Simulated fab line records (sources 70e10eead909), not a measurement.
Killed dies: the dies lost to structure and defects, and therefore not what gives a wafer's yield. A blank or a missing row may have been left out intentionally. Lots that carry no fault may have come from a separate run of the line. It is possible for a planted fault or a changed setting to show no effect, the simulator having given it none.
Code-filled problem report in 8D (eight disciplines) form ; flow nandHarc ; the parts of the form that need people (team, actions taken, sign-off) are left out

## 1. WHAT IS WRONG
Wafers without a fault read 84, standard deviation 28; rawDefectCount at NHARC_A_CONTACT_INSPECT_10 reads a mean of 459 on 2 wafers belonging to 2 lots. Relative to the usual mean, that is a shift of +13 standard deviations.
First observed at day 29 09:43: wafer L391.2, on defectInspect-01. Wafers with a number at this step in the record: 35, from 13 lots. Rule for "out", or "out of limits": more than 4 standard deviations from the usual mean. All remaining wafers that have a number are taken as sound.

## 2. WHAT IT IS; WHAT IT IS NOT
question;is;is not
which readings at this step;rawDefectCount;-
which lots;L391, L394;L374, L375, L376, L377, L379, L380, L382, L383, L384, L385, L396
which wafers of those lots;all that have a number;-
read on which gauges;defectInspect-01, defectInspect-02;-
when;from day 29 09:43;"up to then (30 sound wafers); but 3 sound wafers of L396 came after"

## 3. WHAT RULES OUT EACH SUSPECT
Counting: a tool at a process step up to the reading stays a suspect if it ran every lot that is out and no sound lot after the first of them.
- the gauge at NHARC_A_CONTACT_INSPECT_10: ruled out. 2 gauges (defectInspect-01, defectInspect-02) read the wafers that are out.
- harCapEtch-02 at NHARC_A_CONTACT_ETCH_127 (etches the open film in C4F8/O2/Ar, time 197 s, target depth 1918 nm): kept. Every lot that is out went through it, starting with L391 (day 29 02:50), and after that it ran no sound lot; the last sound lot it ran before then is L385 (day 27 16:47).
- pecvd-04 at NHARC_A_CONTACT_DEP_85 (deposits SiON, target thk 60 nm): kept. Every lot that is out went through it, starting with L391 (day 29 09:03), and after that it ran no sound lot; the last sound lot it ran before then is L385 (day 27 22:02).
Left after counting: harCapEtch-02 at NHARC_A_CONTACT_ETCH_127, pecvd-04 at NHARC_A_CONTACT_DEP_85.

## 4. THE CAUSE (what the simulator had put in)
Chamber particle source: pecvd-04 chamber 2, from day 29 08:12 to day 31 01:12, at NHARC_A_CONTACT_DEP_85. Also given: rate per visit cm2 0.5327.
This tool is one of the 2 suspects left after counting.

## 5. SEQUENCE OF EFFECTS, ordered by route
Rows list readings where the struck wafers' mean (over those with a number) sits beyond 3 standard deviations from the usual. Only readings whose record carries a usual standard deviation are examined. hours: median over the lots of the time between each lot's start at the first step of this table that gives one and its start at this step. sigmas: the change, counted in usual standard deviations.
hours;step;reading;usual;on struck wafers;change;sigmas
0;NHARC_A_CONTACT_INSPECT_10;rawDefectCount;84;459;+375;+13
67;NHARC_END_SORT_01;killedAtArray;59;124;+64;+3.8
67;NHARC_END_SORT_01;killedDies;64;130;+66;+3.9

## 6. HOW IT WOULD HAVE BEEN CAUGHT EARLIER
In this record the first reading out of limits at a measuring or inspecting step was taken at day 29 09:43, 2 hours after the fault began at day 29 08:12.
An alarm limit of 4 standard deviations would not have fired on the tool readings at NHARC_A_CONTACT_DEP_85 for which the record gives a usual standard deviation, since none of them was out on any struck wafer.
Lots out: 2; of these, L394 started NHARC_A_CONTACT_DEP_85 on pecvd-04 after day 29 09:43. Putting the tool on hold at that point would have spared it.
